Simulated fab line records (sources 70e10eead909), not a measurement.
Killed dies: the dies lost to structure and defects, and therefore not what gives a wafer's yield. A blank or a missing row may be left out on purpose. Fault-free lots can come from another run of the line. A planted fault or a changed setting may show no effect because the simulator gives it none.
fab line records	flow nandHarc
record: lots: 7	wafers: 18	lastDay: 25
route steps=1159 shown A_SLIT@802 A_SIN_REMOVE@804 A_WL_FILL@809
lots that met no fault: from a run of the same line without faults
startH: hours from the record's first day to the start of the lot's first wafer shown	waitH: hours from the lot's prior step to this one	" the same as in the row above	L1.1+2: one row covering several wafers at once	- no value present, or no start provided	* or withheld: withheld	< > ~ a bound
route shown NAME@n: NAME is a module with steps in the file, n the number in the route of the first one	usual: the fault-free wafers' mean and standard deviation	same: alike in all rows	chamber/n: place in a boat	sites: per-site readings	_std_site: how widely they spread, as a standard deviation	_edge_site: outer sites' mean less inner sites'	radiusMm: how far each site lies from the wafer's centre	mask NAME#n: copy n	behind: the last tool/chamber to shape the wafer	hold: why the lot went on hold/how many hours it stayed there/how the hold came to an end	device: transistor that didn't switch, given as n, p or np	end of line: tests run on the same wafers once the route is complete	where a step has no rows: the recipe by itself	killed: count of dies lost to structure and defects at first sort (not the wafer's yield)	map: a wafer's dies, x killed, . not, _ none there
set.NAME: the setting as run; set.NAME@STEP: as run at that earlier step	model.NAME: the simulator's own value behind a step, which no gauge read
certain route steps with their lots: each step a table, each wafer a row
services: from which hour (startH, from the record's first day; less than 0 if before it) a tool's chamber was out of use, for how many hours, and why
== steps ==
step: NHARC_A_SLIT_SRD_20
step: NHARC_A_SLIT_CD_MEAS_21
usual: cdNm: 289.9/0.97
lot.wafer	tool	chamber	startH	waitH	cdNm
L503.3	cdSem-03	-	344.91	-	288.8
L503.4	"	-	"	"	290.6
L503.6	"	-	"	"	290.6
L502.2	cdSem-01	-	346.73	-	288.9
L502.4	"	-	"	"	290.0
L502.5	"	-	"	"	289.3
L508.5	cdSem-01	-	381.70	-	290.6
L508.6	"	-	"	"	290.1
L510.3	cdSem-01	-	388.36	-	290.0
L510.6	"	-	"	"	289.8
L512.4	cdSem-01	-	427.80	-	289.3
L512.6	"	-	"	"	288.9
L514.1	cdSem-02	-	441.27	-	290.1
L514.4	"	-	"	"	290.7
L514.6	"	-	"	"	289.0
L523.3	cdSem-01	-	476.16	-	289.6
L523.5	"	-	"	"	291.1
L523.6	"	-	"	"	288.8
step: NHARC_A_SIN_REMOVE_WET_00
recipe: tempC: 160	timeS: 15300	chemistry: H3PO4
step: NHARC_A_SIN_REMOVE_PRECLEAN_01
recipe: timeS: *	tempC: 50	bathAgeMin: 0	chemistry: SC1
step: NHARC_A_SIN_REMOVE_SRD_02
step: NHARC_A_SIN_REMOVE_INSPECT_04
usual: rawDefectCount: 283/75
lot.wafer	tool	chamber	startH	waitH	rawDefectCount
L503.3	defectInspect-02	-	352.68	0.0	286
L503.4	"	-	"	"	296
L503.6	"	-	"	"	272
L502.2	defectInspect-01	-	352.69	0.0	352
L502.4	"	-	"	"	244
L502.5	"	-	"	"	549
L508.5	defectInspect-02	-	389.36	0.0	216
L508.6	"	-	"	"	166
L510.3	defectInspect-02	-	394.31	0.0	249
L510.6	"	-	"	"	265
L512.4	defectInspect-01	-	434.66	0.0	319
L512.6	"	-	"	"	390
L514.1	defectInspect-02	-	448.63	0.0	218
L514.4	"	-	"	"	211
L514.6	"	-	"	"	364
L523.3	defectInspect-02	-	482.16	0.0	175
L523.5	"	-	"	"	161
L523.6	"	-	"	"	212
step: NHARC_A_WL_FILL_ALD_00
recipe: targetThkA: 30	pulseTimeS: 3	aldCycles: 30	tempC: 300	material: Al2O3
usual: heaterPowerW: 462/39	precursorPulseHeightRel: 1.000/0.02
same: aldCycles: 30	pulseTimeS: 3
lot.wafer	tool	chamber	startH	waitH	heaterPowerW	precursorPulseHeightRel	sinceWetCleanH
L503.3	aldHk-03	2	352.81	0.1	444	0.984	18
L503.4	"	1	"	"	480	1.023	18
L503.6	"	2	"	"	450	0.989	-
L502.2	aldHk-03	0	352.97	0.3	431	1.045	18
L502.4	"	1	"	"	484	0.983	18
L502.5	"	0	"	"	443	0.965	-
L508.6	aldHk-01	3	389.53	0.2	487	0.998	-
L508.5	"	0	"	"	386	1.006	-
L510.3	aldHk-03	2	394.46	0.1	441	0.985	59
L510.6	"	0	"	"	441	1.017	-
L512.4	aldHk-03	1	435.10	0.4	498	1.004	100
L512.6	"	0	"	"	438	1.017	-
L514.4	aldHk-01	2	451.81	3.2	488	0.995	32
L514.1	"	1	"	"	404	0.993	32
L514.6	"	2	"	"	480	0.996	-
L523.3	aldHk-02	1	482.30	0.1	493	1.000	14
L523.6	"	2	"	"	466	1.017	-
L523.5	"	3	"	"	403	0.957	-
step: NHARC_A_WL_FILL_RTA_01
recipe: tempC: 1000	timeS: 5
usual: lampPowerPct: 28.8/0.74	lamp_zone_7_pct: 29.3/0.75	wafer_temp_C_max: 1005.2/0.99
lot.wafer	tool	chamber	startH	waitH	lampPowerPct	lamp_zone_7_pct	wafer_temp_C_max
L503.3	rtpAnneal-01	0	353.14	-	29.7	30.1	1004.9
L503.4	"	0	"	"	29.7	30.1	1003.9
L503.6	"	0	"	"	29.7	30.1	1004.5
L502.2	rtpAnneal-02	0	353.34	-	28.2	28.6	1005.2
L502.4	"	0	"	"	28.1	28.6	1004.1
L502.5	"	0	"	"	28.1	28.6	1005.7
L508.5	rtpAnneal-01	0	389.80	-	29.6	30.1	1005.0
L508.6	"	0	"	"	29.6	30.1	1005.7
L510.3	rtpAnneal-02	0	394.86	-	28.2	28.6	1003.4
L510.6	"	0	"	"	28.1	28.6	1005.6
L512.4	rtpAnneal-01	0	435.41	-	29.6	30.1	1005.3
L512.6	"	0	"	"	29.7	30.2	1005.6
L514.1	rtpAnneal-02	0	452.10	-	28.1	28.6	1004.2
L514.4	"	0	"	"	28.1	28.6	1004.6
L514.6	"	0	"	"	28.1	28.6	1003.4
L523.3	rtpAnneal-02	0	482.53	-	28.2	28.6	1005.2
L523.5	"	0	"	"	28.2	28.6	1005.8
L523.6	"	0	"	"	28.2	28.6	1006.4
step: NHARC_A_WL_FILL_ALD_02
recipe: targetThkA: 20	pulseTimeS: 3	aldCycles: 100	tempC: 450	material: TiN
usual: heaterPowerW: 1058/150	precursorPulseHeightRel: 1.000/0.019
same: aldCycles: 100	pulseTimeS: 3
lot.wafer	tool	chamber	startH	waitH	heaterPowerW	precursorPulseHeightRel	sinceWetCleanH
L503.4	aldMetal-04	0	353.30	0.1	991	0.953	101
L503.3	"	2	"	"	1038	1.023	102
L503.6	"	0	"	"	988	0.974	-
L502.2	aldMetal-02	2	353.52	0.2	960	0.995	158
L502.4	"	0	"	"	1027	1.017	158
L502.5	"	3	"	"	989	0.996	-
L508.6	aldMetal-04	3	390.10	0.2	1343	1.016	-
L508.5	"	0	"	"	1006	0.960	-
L510.3	aldMetal-02	0	395.13	0.2	1005	0.989	21
L510.6	"	1	"	"	926	1.044	-
L512.4	aldMetal-01	3	435.65	0.2	1211	1.043	146
L512.6	"	1	"	"	1294	1.001	-
L514.1	aldMetal-02	1	452.31	0.2	942	1.007	78
L514.4	"	2	"	"	935	0.992	78
L514.6	"	2	"	"	935	1.028	-
L523.3	aldMetal-02	3	482.77	0.2	972	1.023	109
L523.5	"	1	"	"	944	1.003	-
L523.6	"	2	"	"	952	0.986	-
step: NHARC_A_WL_FILL_CVD_03
recipe: targetThkA: 400	tempC: 300	pressureTorr: 40	wf6FlowSccm: 40	h2FlowSccm: 1600	arFlowSccm: 1560	timeS: 3302	material: W
usual: heaterPowerW: 428/68	mfcWf6Sccm: 40.00/0.14	throttleValvePct: 7.95/0.22
lot.wafer	tool	chamber	startH	waitH	heaterPowerW	mfcWf6Sccm	sinceWetCleanH	throttleValvePct
L502.2	cvdW-02	0	353.96	0.1	485	39.81	139	7.47
L502.4	"	1	355.39	1.5	431	39.86	-	7.93
L502.5	"	1	"	"	424	39.93	-	7.72
L503.4	cvdW-01	1	354.68	1.0	332	39.84	-	8.15
L503.3	"	0	"	"	465	39.85	-	8.06
L503.6	"	1	"	"	333	40.05	-	8.23
L508.5	cvdW-01	1	401.09	10.7	338	40.21	-	8.19
L508.6	"	0	"	"	467	39.97	-	8.03
L510.3	cvdW-02	1	405.42	10.0	427	40.15	-	7.59
L510.6	"	0	406.84	11.4	510	39.90	-	7.86
L512.4	cvdW-02	1	439.53	3.6	421	40.13	-	7.78
L512.6	"	1	"	"	424	39.88	-	7.93
L514.1	cvdW-01	1	452.75	0.1	339	39.82	146	8.30
L514.4	"	1	455.56	2.9	344	39.81	-	8.02
L514.6	"	1	457.44	4.7	336	40.03	-	8.18
L523.3	cvdW-02	1	487.22	4.1	418	40.10	-	7.90
L523.5	"	0	"	"	513	40.16	-	7.65
L523.6	"	1	"	"	429	40.08	-	7.80
step: NHARC_A_WL_FILL_ETCHBACK_04
recipe: targetDepthA: 600	timeS: 120	chemistry: NF3
usual: drypumpMotorCurrentA: 5.8/0.43	oesProductAu: 1.003/0.011	runLengthS: 141.5/0.37
lot.wafer	tool	chamber	startH	waitH	drypumpMotorCurrentA	oesProductAu	rfHoursCounterH	runLengthS
L503.4	rieMetal-02	1	357.15	2.0	6.5	1.017	-	141.8
L503.3	"	0	"	"	5.1	0.999	-	141.5
L503.6	"	0	"	"	5.1	1.001	-	141.5
L502.2	rieMetal-03	1	357.31	2.9	5.7	1.002	1.7	140.9
L502.4	"	0	"	"	5.5	1.020	-	141.2
L502.5	"	1	"	"	5.7	0.997	-	141.8
L508.5	rieMetal-03	0	402.66	1.1	5.5	1.020	-	141.2
L508.6	"	1	"	"	5.7	0.995	-	111.6
L510.3	rieMetal-03	1	407.90	2.0	5.7	0.999	-	111.2
L510.6	"	1	"	"	5.7	1.005	-	111.2
L512.4	rieMetal-03	1	442.00	2.0	5.7	1.001	-	141.3
L512.6	"	0	"	"	5.5	1.017	-	111.3
L514.1	rieMetal-02	0	458.90	5.2	5.1	1.003	1.5	141.9
L514.4	"	1	"	"	6.5	0.994	-	141.4
L514.6	"	1	"	"	6.5	0.994	-	141.2
L523.3	rieMetal-01	0	489.20	1.5	5.9	1.010	-	142.3
L523.6	"	1	"	"	5.8	0.999	-	141.8
L523.5	"	0	"	"	5.9	1.019	-	141.9
step: NHARC_A_WL_FILL_ETCHBACK_05
recipe: targetDepthA: 220	timeS: 60	tempC: 40	chemistry: Cl2/BCl3
usual: drypumpMotorCurrentA: 5.8/0.43	oesProductAu: 1.003/0.011	runLengthS: 81.5/0.36
lot.wafer	tool	chamber	startH	waitH	drypumpMotorCurrentA	oesProductAu	rfHoursCounterH	runLengthS
L503.3	rieMetal-02	1	357.40	0.2	6.5	1.005	-	81.4
L503.4	"	0	"	"	5.1	0.999	-	81.3
L503.6	"	0	"	"	5.1	1.000	-	81.1
L502.2	rieMetal-03	0	357.55	0.2	5.6	1.026	1.8	81.7
L502.4	"	1	"	"	5.7	0.991	-	80.9
L502.5	"	0	"	"	5.5	1.027	-	81.7
L508.6	rieMetal-03	0	402.81	0.1	5.5	1.024	-	82.0
L508.5	"	1	"	"	5.7	0.989	-	80.9
L510.3	rieMetal-03	1	408.08	0.1	5.7	0.994	-	81.1
L510.6	"	1	"	"	5.7	0.997	-	81.1
L512.4	rieMetal-03	0	442.20	0.2	5.6	1.013	-	81.3
L512.6	"	0	"	"	5.6	1.019	-	81.5
L514.1	rieMetal-02	1	459.12	0.2	6.5	0.994	1.6	81.2
L514.4	"	1	"	"	6.5	0.989	-	81.2
L514.6	"	1	"	"	6.5	0.999	-	81.2
L523.3	rieMetal-01	1	489.37	0.1	5.8	0.988	-	81.8
L523.5	"	1	"	"	5.7	0.995	-	82.3
L523.6	"	0	"	"	5.9	1.008	-	82.0
== services ==
tool	chamber	startH	hours	kind
aldMetal-02	-	330.52	0.5	repair
rieMetal-01	-	332.00	9.0	pm
aldMetal-01	-	356.02	0.9	repair
cvdW-01	0	361.18	12.0	repair
aldMetal-02	-	364.00	10.0	pm
aldMetal-04	1	379.56	214.3	repair
cvdW-02	-	387.19	13.0	pm
rieMetal-02	-	388.00	9.0	pm
rieMetal-02	0	388.00	9.0	ventCycle
aldMetal-01	-	393.30	1.5	repair
aldMetal-04	-	419.87	10.0	pm
aldMetal-01	3	441.59	6.6	repair
cvdW-01	0	444.03	12.0	repair
cvdW-01	1	447.00	1.7	repair
cvdW-02	1	449.08	3.4	repair
rieMetal-03	-	453.00	9.0	pm
rieMetal-03	0	453.00	9.0	ventCycle
rieMetal-03	1	453.00	9.0	ventCycle
aldMetal-01	-	458.00	10.0	pm
aldHk-02	-	458.22	10.0	pm
rieMetal-03	0	462.00	-	clean
rieMetal-03	1	462.00	-	clean
cvdW-01	-	477.88	13.0	pm
aldMetal-02	-	486.41	0.8	repair
== key ==
firstSign: step: NHARC_A_WL_FILL_ETCHBACK_04	reading: runLengthS	direction: down	sigmas: 82	usual: *	struck: *
effect none on later readings
metAt NHARC_A_WL_FILL_ETCHBACK_04
struckWafers L508.6,L510.3,L510.6,L512.6
sortLeftOut L510.3,L510.6,L512.6
testerLeftOut L508,L510,L512
onsetBetween 357.31 402.66
fault: kind: processParameterDrift	tool: rieMetal-03	chamber: -	onsetH: 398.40	steps: NHARC_A_WL_FILL_ETCHBACK_04	channel: timeS	offset: *	shape: step	endH: 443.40	scope: struckWafersOnly	actsIn: *	stated: *
testerLeftOut: of these lots the tester's yield and bins aren't shown, on N5 and GAA mostly nor the transistor test; their killed dies are dies lost to structure and defects alone, not to doping, threshold or leakage, so they don't give the yield
sortLeftOut: the simulated sort isn't trusted on such a fault, so these wafers' sort isn't shown, and their yield isn't known
